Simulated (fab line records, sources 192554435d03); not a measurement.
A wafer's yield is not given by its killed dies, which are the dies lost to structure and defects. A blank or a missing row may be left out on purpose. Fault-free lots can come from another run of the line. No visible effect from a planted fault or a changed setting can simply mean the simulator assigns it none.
Chamber matching    flow n5Finfet    rieDiel-03 running N5_BEOL_M7_STRIP_67: 4 sister chambers
The step strips in CF4. 4 wafers are shown with their chamber, then 10 later ones without.

## WAFERS PAIRED WITH THEIR CHAMBERS
wafer   chamber  showerheadPlenumPTorr (Torr)
L085.3  3        1.73
L085.5  1        1.83
L089.1  2        1.72
L089.5  0        1.70

## WAFERS WITHOUT THEIR CHAMBER
wafer   showerheadPlenumPTorr (Torr)
L089.6  1.73
L090.1  1.72
L090.3  1.73
L090.4  1.82
L091.2  1.71
L091.5  1.82
L091.6  1.72
L096.1  1.82
L096.4  1.70
L096.5  1.82

## WHICH CHAMBER EACH ONE RAN IN
wafer   from the rows above           in truth
L089.6  can't be placed: 3 or 2       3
L090.1  can't be placed: 2 or 3       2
L090.3  can't be placed: 3 or 2       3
L090.4  1                             1
L091.2  can't be placed: 0 or 2 or 3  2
L091.5  1                             1
L091.6  can't be placed: 2 or 3       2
L096.1  1                             1
L096.4  0                             0
L096.5  1                             1
Correctly placed: 5 of 10. Not placeable from these rows: 5 (in 5, the candidates include the true chamber). 0 placed wrongly.
How it was worked out, from the rows above alone: a wafer's distance from a chamber is the root of the sum, over the readings, of the square of ((its reading less the chamber's mean) divided by the reading's scatter). The wafer belongs to the nearest chamber; if the next one is less than 2 further off, it can't be placed. The mean given for a chamber averages the wafers shown for that chamber. The scatter (one wafer shown for each chamber): square how far every hidden wafer sits from the nearest shown wafer, average those squares and take the square root.
